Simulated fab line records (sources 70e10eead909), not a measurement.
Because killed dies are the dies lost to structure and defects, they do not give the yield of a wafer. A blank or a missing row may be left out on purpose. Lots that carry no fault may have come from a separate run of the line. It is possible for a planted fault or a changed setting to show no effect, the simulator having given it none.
Chamber matching ; flow nand_harc ; 3 sister chambers for NHARC_A_SLIT_DEP_25 on pecvd-02
The step deposits SiO2, target thk 200 nm. 6 wafers are shown with their chamber, then 7 later ones without.

WAFERS PAIRED WITH THEIR CHAMBERS
wafer;chamber;throttle_valve_pct (%);heater_power_w (W)
L082.2;1;16.9;501
L084.4;1;17.0;532
L084.5;0;14.5;440
L084.6;2;15.7;579
L093.1;0;15.0;535
L093.3;2;16.4;472

WAFERS WITH NO CHAMBER GIVEN
wafer;throttle_valve_pct (%);heater_power_w (W)
L093.4;14.8;546
L095.3;14.7;487
L095.4;16.3;626
L095.5;14.7;514
L097.1;16.2;534
L097.2;16.1;479
L097.3;14.7;543

WHICH CHAMBER EACH WENT THROUGH
wafer;from the rows above;in truth
L093.4;0;0
L095.3;0;0
L095.4;can't be placed: 2 or 1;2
L095.5;0;0
L097.1;can't be placed: 2 or 1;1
L097.2;can't be placed: 2 or 1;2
L097.3;0;0
4 of 7 placed correctly. Can't be placed from these rows: 3 (the true chamber is among the candidates in 3). 0 placed wrongly.
How it was worked out, from the rows above alone: a wafer's distance from a chamber is the root of the sum, over the readings, of the square of ((its reading less the chamber's mean) divided by the reading's scatter). The wafer belongs to the nearest chamber; if the next one is less than 2 further off, it can't be placed. For every chamber, the mean is computed from those of its wafers that are shown. The scatter is the square root of a quotient: the sum, over the shown wafers, of each reading's squared deviation from its chamber's mean, divided by wafers minus chambers.
